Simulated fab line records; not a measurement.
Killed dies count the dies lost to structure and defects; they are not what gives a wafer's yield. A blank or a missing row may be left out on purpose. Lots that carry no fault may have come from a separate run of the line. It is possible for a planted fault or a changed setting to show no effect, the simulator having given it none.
Split-lot trial / flow n5_finfet / 21 wafers read from 7 lots, route of 1938 steps

## ABOUT THE SPLIT
At N5_BEOL_M8_PECVD_70 (deposits SiO2 from TEOS/O2, target thk 20 nm, time 22.7 s), the setting time_s was moved away from the recipe's 22.7 s on 7 of the 21 wafers read, by -12.0% to +13.7%. All remaining wafers had this setting at the recipe value.

The reading comes from the split's own step.

## THE READING
SiO2_of_BEOL_M8_PECVD_70.thk_nm (the simulator's own value, which no gauge read), in nm, at N5_BEOL_M8_PECVD_70 (deposits SiO2 from TEOS/O2, target thk 20 nm, time 22.7 s). The file does not state a usual value for it. Average 19.9 nm, standard deviation 0.32 nm, over the 14 wafers here run with the recipe.

wafer=L075.1; tool, chamber at the split=pecvd-01, 2; time_s as run, s=21.04; against the recipe=-7.3%; SiO2_of_BEOL_M8_PECVD_70.thk_nm, nm=18.2; against lot-mates on the recipe=-1.4
wafer=L075.5; tool, chamber at the split=pecvd-01, 0; time_s as run, s=21.04; against the recipe=-7.3%; SiO2_of_BEOL_M8_PECVD_70.thk_nm, nm=18.6; against lot-mates on the recipe=-1.0
wafer=L075.6; tool, chamber at the split=pecvd-01, 2; time_s as run, s=22.7; against the recipe=recipe; SiO2_of_BEOL_M8_PECVD_70.thk_nm, nm=19.6; against lot-mates on the recipe=-
wafer=L083.2; tool, chamber at the split=pecvd-04, 1; time_s as run, s=22.7; against the recipe=recipe; SiO2_of_BEOL_M8_PECVD_70.thk_nm, nm=19.6; against lot-mates on the recipe=-
wafer=L083.5; tool, chamber at the split=pecvd-04, 0; time_s as run, s=25.81; against the recipe=+13.7%; SiO2_of_BEOL_M8_PECVD_70.thk_nm, nm=22.6; against lot-mates on the recipe=+3.0
wafer=L083.6; tool, chamber at the split=pecvd-04, 1; time_s as run, s=25.81; against the recipe=+13.7%; SiO2_of_BEOL_M8_PECVD_70.thk_nm, nm=22.8; against lot-mates on the recipe=+3.2
wafer=L086.2; tool, chamber at the split=pecvd-01, 2; time_s as run, s=22.7; against the recipe=recipe; SiO2_of_BEOL_M8_PECVD_70.thk_nm, nm=19.6; against lot-mates on the recipe=-
wafer=L086.3; tool, chamber at the split=pecvd-01, 1; time_s as run, s=22.7; against the recipe=recipe; SiO2_of_BEOL_M8_PECVD_70.thk_nm, nm=20; against lot-mates on the recipe=-
wafer=L086.4; tool, chamber at the split=pecvd-01, 2; time_s as run, s=22.7; against the recipe=recipe; SiO2_of_BEOL_M8_PECVD_70.thk_nm, nm=19.8; against lot-mates on the recipe=-
wafer=L087.1; tool, chamber at the split=pecvd-02, 0; time_s as run, s=22.7; against the recipe=recipe; SiO2_of_BEOL_M8_PECVD_70.thk_nm, nm=20; against lot-mates on the recipe=-
wafer=L087.4; tool, chamber at the split=pecvd-02, 1,2; time_s as run, s=25.64; against the recipe=+13.0%; SiO2_of_BEOL_M8_PECVD_70.thk_nm, nm=22.6; against lot-mates on the recipe=+2.6
wafer=L087.6; tool, chamber at the split=pecvd-02, 1,2; time_s as run, s=25.64; against the recipe=+13.0%; SiO2_of_BEOL_M8_PECVD_70.thk_nm, nm=22.6; against lot-mates on the recipe=+2.6
wafer=L090.1; tool, chamber at the split=pecvd-04, 2,0,1; time_s as run, s=22.7; against the recipe=recipe; SiO2_of_BEOL_M8_PECVD_70.thk_nm, nm=20.2; against lot-mates on the recipe=-
wafer=L090.4; tool, chamber at the split=pecvd-04, 2,0,1; time_s as run, s=22.7; against the recipe=recipe; SiO2_of_BEOL_M8_PECVD_70.thk_nm, nm=20.2; against lot-mates on the recipe=-
wafer=L090.5; tool, chamber at the split=pecvd-04, 2,0,1; time_s as run, s=22.7; against the recipe=recipe; SiO2_of_BEOL_M8_PECVD_70.thk_nm, nm=20.2; against lot-mates on the recipe=-
wafer=L091.2; tool, chamber at the split=pecvd-04, 1; time_s as run, s=22.7; against the recipe=recipe; SiO2_of_BEOL_M8_PECVD_70.thk_nm, nm=19.8; against lot-mates on the recipe=-
wafer=L091.4; tool, chamber at the split=pecvd-04, 2; time_s as run, s=22.7; against the recipe=recipe; SiO2_of_BEOL_M8_PECVD_70.thk_nm, nm=20.4; against lot-mates on the recipe=-
wafer=L091.6; tool, chamber at the split=pecvd-04, 1; time_s as run, s=22.7; against the recipe=recipe; SiO2_of_BEOL_M8_PECVD_70.thk_nm, nm=20; against lot-mates on the recipe=-
wafer=L095.1; tool, chamber at the split=pecvd-01, 2; time_s as run, s=22.7; against the recipe=recipe; SiO2_of_BEOL_M8_PECVD_70.thk_nm, nm=19.2; against lot-mates on the recipe=-
wafer=L095.2; tool, chamber at the split=pecvd-01, 0; time_s as run, s=19.97; against the recipe=-12.0%; SiO2_of_BEOL_M8_PECVD_70.thk_nm, nm=17.4; against lot-mates on the recipe=-2.0
wafer=L095.3; tool, chamber at the split=pecvd-01, 1; time_s as run, s=22.7; against the recipe=recipe; SiO2_of_BEOL_M8_PECVD_70.thk_nm, nm=19.6; against lot-mates on the recipe=-
Rows listing several chambers each stand for several wafers; the file does not say which wafer went through which chamber.

THE FIT
A straight line over all 21 wafers: SiO2_of_BEOL_M8_PECVD_70.thk_nm changes by +0.207 nm for each +1% of time_s; r = +0.98; the points scatter about the line by 0.28 nm.
The same after taking each lot's own level away (the mean of its wafers on the recipe; 21 wafers): +0.199 nm for each +1%; r = +0.99; scatter 0.21 nm.
That fit puts the effect of the largest move of time_s on the reading at 2.7 nm.
The span of the lots' own levels, 19.40 to 20.20 nm, comes to 2.5 times the standard deviation stated above.
Consequently the slope shifts little with the lot-to-lot level, the two slopes agreeing.
Check: +2.76 nm against its lot-mates is what the line predicts for one of the wafers moved furthest among these (+13.7%) when that wafer is left out of the fit. Against them it came out at +3 nm.

## THE FILE'S OWN FIT
SiO2_of_BEOL_M8_PECVD_70.thk_nm changes by +0.197 nm for each +1% of time_s, r = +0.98.
